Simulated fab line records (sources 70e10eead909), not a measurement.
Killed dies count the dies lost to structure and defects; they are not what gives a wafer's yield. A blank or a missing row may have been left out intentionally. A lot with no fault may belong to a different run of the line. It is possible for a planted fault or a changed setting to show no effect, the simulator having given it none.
Chamber matching -- flow nandHarc -- NHARC_A_CONTACT_DESCUM_13 on rieDiel-08: 4 sister chambers
The step chemistry O2, time 3 s. 14 wafers are shown with their chamber, then 7 later ones without.

== WAFERS PAIRED WITH THEIR CHAMBERS ==
wafer,chamber,showerheadPlenumPTorr (Torr),drypumpMotorCurrentA (A),rfVppV (V)
L075.1,3,1.87,6.0,57.6
L075.3,1,1.79,6.5,57.3
L075.6,0,1.78,5.8,56.7
L079.4,0,1.78,5.8,57.0
L079.5,2,2.06,6.0,58.5
L079.6,3,1.87,6.0,57.5
L085.1,0,1.77,5.9,56.6
L085.3,2,2.06,6.0,58.5
L085.5,1,1.78,6.5,56.5
L090.1,1,1.78,6.5,58.0
L090.3,0,1.77,5.8,56.7
L090.5,3,1.86,6.0,57.7
L095.4,1,1.78,6.5,59.1
L095.5,3,1.86,6.0,57.9

SIGNATURES (averages over the wafers above)
reading,chamber 0,chamber 1,chamber 2,chamber 3,scatter within a chamber
showerheadPlenumPTorr,1.7750,1.7825,2.0600,1.8650,0.00524
drypumpMotorCurrentA,5.825,6.500,6.000,6.000,0.0274
rfVppV,56.750,57.725,58.500,57.675,0.618
Rule: for a wafer and a chamber, the distance is found by dividing, reading by reading, the gap between the wafer's reading and the chamber's mean by the reading's scatter, squaring, summing and taking the root. If the next closest chamber is less than 2 further off than the closest, the wafer can't be placed; otherwise it belongs to the closest. The scatter: the root of (the sum of the squares of (reading less its chamber's mean) over the shown wafers, divided by (wafers less chambers)).

== WAFERS WITH NO CHAMBER GIVEN ==
wafer,showerheadPlenumPTorr (Torr),drypumpMotorCurrentA (A),rfVppV (V)
L095.6,2.05,6.1,57.1
L097.1,2.07,5.8,58.5
L097.2,2.05,6.0,56.1
L097.3,1.85,6.0,57.6
L097.4,1.77,6.5,58.1
L097.5,1.85,6.0,57.3
L097.6,2.05,6.0,59.9

== WHICH CHAMBER EACH ONE RAN IN ==
wafer,from the rows above,in truth
L095.6,2,2
L097.1,2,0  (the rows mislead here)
L097.2,2,2
L097.3,3,3
L097.4,1,1
L097.5,3,3
L097.6,2,2
Placed correctly: 6 of 7. From these rows, 0 cannot be placed. 1 placed wrongly.
